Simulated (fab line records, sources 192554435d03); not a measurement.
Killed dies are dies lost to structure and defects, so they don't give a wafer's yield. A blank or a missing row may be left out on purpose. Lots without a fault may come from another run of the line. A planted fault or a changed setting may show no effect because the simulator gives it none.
Chamber matching | flow n5_finfet | N5_BEOL_M11_DEP_56 on pecvd-03: 3 sister chambers
The step deposits SiCN from 3MS/NH3, target thk 30 nm, time 10.5 s. 33 wafers are shown with their chamber, then 12 later ones without.

WAFERS WITH THEIR CHAMBER
wafer  | chamber | throttle_valve_pct (%) | showerhead_plenum_p_Torr (Torr)
L079.1 | 0       | 18.9                   | 4.194
L079.2 | 1       | 18.9                   | 4.182
L079.3 | 0       | 18.7                   | 4.186
L079.4 | 1       | 19.1                   | 4.172
L079.5 | 1       | 18.8                   | 4.165
L079.6 | 0       | 18.7                   | 4.191
L078.4 | 0       | 18.8                   | 4.181
L078.5 | 0       | 18.9                   | 4.189
L078.6 | 1       | 18.7                   | 4.176
L081.1 | 1       | 18.7                   | 4.182
L081.4 | 0       | 18.7                   | 4.184
L081.5 | 1       | 18.8                   | 4.181
L082.2 | 1       | 18.7                   | 4.163
L082.4 | 1       | 18.9                   | 4.163
L082.5 | 2       | 15.9                   | 4.161
L083.1 | 2       | 15.9                   | 4.169
L083.3 | 1       | 18.8                   | 4.168
L083.4 | 1       | 18.7                   | 4.171
L084.1 | 0       | 18.9                   | 4.177
L084.2 | 1       | 18.7                   | 4.166
L084.4 | 2       | 15.9                   | 4.169
L086.2 | 2       | 16.0                   | 4.170
L086.4 | 2       | 16.0                   | 4.165
L086.5 | 1       | 18.7                   | 4.167
L088.4 | 1       | 18.6                   | 4.171
L088.5 | 2       | 16.2                   | 4.165
L088.6 | 0       | 18.9                   | 4.182
L090.1 | 1       | 18.4                   | 4.160
L090.2 | 2       | 16.0                   | 4.167
L090.3 | 0       | 18.8                   | 4.180
L090.4 | 1       | 18.6                   | 4.169
L090.5 | 2       | 15.9                   | 4.176
L090.6 | 0       | 18.7                   | 4.191

SIGNATURES (means of the wafers above)
reading                  | chamber 0 | chamber 1 | chamber 2 | scatter within a chamber
throttle_valve_pct       | 18.800    | 18.740    | 15.975    | 0.131
showerhead_plenum_p_Torr | 4.18550   | 4.17040   | 4.16775   | 0.00611
Rule: a wafer's distance from a chamber is the root of the sum, over the readings, of the square of ((its reading less the chamber's mean) divided by the reading's scatter). The wafer belongs to the nearest chamber; if the next one is less than 2 further off, it can't be placed. The scatter: the root of (the sum of the squares of (reading less its chamber's mean) over the shown wafers, divided by (wafers less chambers)).

WAFERS WITHOUT THEIR CHAMBER
wafer  | throttle_valve_pct (%) | showerhead_plenum_p_Torr (Torr)
L093.2 | 16.1                   | 4.167
L093.3 | 18.9                   | 4.186
L093.6 | 19.1                   | 4.179
L095.2 | 18.8                   | 4.168
L095.4 | 18.9                   | 4.179
L095.5 | 18.8                   | 4.168
L097.3 | 19.0                   | 4.172
L097.4 | 19.1                   | 4.179
L097.6 | 18.5                   | 4.168
L096.1 | 19.2                   | 4.185
L096.4 | 19.1                   | 4.178
L096.6 | 16.3                   | 4.176

WHICH CHAMBER EACH WENT THROUGH
wafer  | from the rows above     | in truth
L093.2 | 2                       | 2
L093.3 | 0                       | 0
L093.6 | can't be placed: 0 or 1 | 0
L095.2 | 1                       | 1
L095.4 | can't be placed: 0 or 1 | 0
L095.5 | 1                       | 1
L097.3 | can't be placed: 1 or 0 | 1
L097.4 | can't be placed: 0 or 1 | 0
L097.6 | can't be placed: 1 or 0 | 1
L096.1 | can't be placed: 0 or 1 | 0
L096.4 | can't be placed: 0 or 1 | 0
L096.6 | 2                       | 2
Placed correctly: 5 of 12. Can't be placed from these rows: 7 (the true chamber is among the candidates in 7). Placed wrongly: 0.
